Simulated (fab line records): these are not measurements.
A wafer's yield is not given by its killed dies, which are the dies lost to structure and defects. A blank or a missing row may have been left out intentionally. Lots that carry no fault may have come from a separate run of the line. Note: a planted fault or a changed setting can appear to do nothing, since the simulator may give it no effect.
Which tool is to blame?    flow nand harc    6 lots with 18 wafers sampled at 5 steps, on a route of 1159 steps

== WHAT THE GAUGES READ, wafer by wafer ==
NHARC_END_SORT_01.
lot   measured      on         killed at other
L520  day 19 20:08  prober-02  2 2 0
L525  day 21 12:55  prober-02  0 1 0

== WHICH TOOL RAN EACH LOT (tool, then ch and the chambers of the sampled wafers, then the start) ==
lot   NHARC_A_CONTACT_ETCH_129              NHARC_THIN_TSV_DEGAS_49       NHARC_THIN_TSV_DESCUM_35            NHARC_THIN_TSV_STRIP_56
L520  har cap etch-02 ch 0,1, day 17 04:44  pvd sputter-02, day 19 03:47  rie diel-13 ch 0,1,3, day 19 07:05  plasma asher-01 ch 0,1, day 19 07:35
L527  har cap etch-02 ch 0,1, day 18 15:02  pvd sputter-02, day 20 17:59  rie diel-01 ch 0,1,2, day 20 21:32  plasma asher-01 ch 0, day 20 22:05
L525  har cap etch-03 ch 0,1, day 18 20:58  pvd sputter-03, day 21 00:14  rie diel-06 ch 0,1,3, day 21 03:32  plasma asher-02 ch 0,1, day 21 04:03
L536  har cap etch-01 ch 0,1, day 20 22:08  pvd sputter-03, day 22 23:11  rie diel-13 ch 0,2,3, day 23 02:21  plasma asher-02 ch 0,1, day 23 02:53
L537  har cap etch-01 ch 0, day 21 03:08    pvd sputter-03, day 23 09:00  rie diel-06 ch 0,2,3, day 23 12:35  plasma asher-01 ch 0, day 23 13:07
L540  har cap etch-03 ch 0,1, day 22 12:03  pvd sputter-01, day 24 18:56  rie diel-06 ch 0,1,3, day 24 22:24  plasma asher-01 ch 0,1, day 24 22:53
- NHARC_A_CONTACT_ETCH_129: etches the open film in C4F8/O2/Ar, time 155 s, target depth 956 nm.
- NHARC_THIN_TSV_DEGAS_49: time 120 s.
- NHARC_THIN_TSV_DESCUM_35: chemistry O2, time 3 s.
- NHARC_THIN_TSV_STRIP_56: strips in O2.

== THE ANSWER, worked out from the rows above alone ==
Rule: what is usual is taken from the lots themselves. The widest of any qualifying gaps counts: lots, ordered by their means at a reading, are off when they make up no more than a third of the lots, leave a main group of 4 or more, and stand apart from it by 3 or more times the standard deviation of that group's means. A main group whose means are all the same, to the digits that the tables above print for the reading, isn't used. Also off: a lot with no number at a reading for which 4 or more lots have one. The other lots that the step has rows for count as sound.
No lot is off at any reading shown: from this, nothing can be told.

== WHAT THE SIMULATOR HAD INSERTED ==
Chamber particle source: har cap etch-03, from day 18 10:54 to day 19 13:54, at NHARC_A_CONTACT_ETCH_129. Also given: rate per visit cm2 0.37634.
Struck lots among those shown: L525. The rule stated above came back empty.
